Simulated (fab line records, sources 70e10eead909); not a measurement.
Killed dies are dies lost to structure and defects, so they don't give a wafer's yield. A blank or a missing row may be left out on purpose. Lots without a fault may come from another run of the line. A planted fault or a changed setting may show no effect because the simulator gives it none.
Chamber matching | flow nand_harc | NHARC_A_BONDPAD_ETCH_34 on rie_diel-13: 4 sister chambers
The step etches the open film in N2/H2, target depth 60 nm, overetch 18 nm, time 65.91 s. 4 wafers are shown with their chamber, then 12 later ones without.

WAFERS WITH THEIR CHAMBER
wafer  | chamber | showerhead_plenum_p_Torr (Torr)
L091.3 | 3       | 2.18
L093.1 | 1       | 1.98
L093.2 | 2       | 2.16
L093.3 | 0       | 2.05

WAFERS WITHOUT THEIR CHAMBER
wafer  | showerhead_plenum_p_Torr (Torr)
L093.4 | 2.18
L093.5 | 2.16
L093.6 | 2.18
L096.1 | 1.98
L096.4 | 2.18
L096.6 | 1.98
L097.1 | 1.98
L097.2 | 2.06
L097.5 | 1.98
L097.3 | 2.18
L097.4 | 2.16
L097.6 | 2.05

WHICH CHAMBER EACH WENT THROUGH
wafer  | from the rows above | in truth
L093.4 | 3                   | 3
L093.5 | 2                   | 2
L093.6 | 3                   | 3
L096.1 | 1                   | 1
L096.4 | 3                   | 3
L096.6 | 1                   | 1
L097.1 | 1                   | 1
L097.2 | 0                   | 0
L097.5 | 1                   | 1
L097.3 | 3                   | 3
L097.4 | 2                   | 2
L097.6 | 0                   | 0
Placed correctly: 12 of 12. Can't be placed from these rows: 0. Placed wrongly: 0.
How it was worked out, from the rows above alone: a wafer's distance from a chamber is the root of the sum, over the readings, of the square of ((its reading less the chamber's mean) divided by the reading's scatter). The wafer belongs to the nearest chamber; if the next one is less than 2 further off, it can't be placed. A chamber's mean is the mean of its shown wafers. The scatter: with one shown wafer a chamber, the root of the mean of the squares of how far each hidden wafer lies from its nearest shown one.
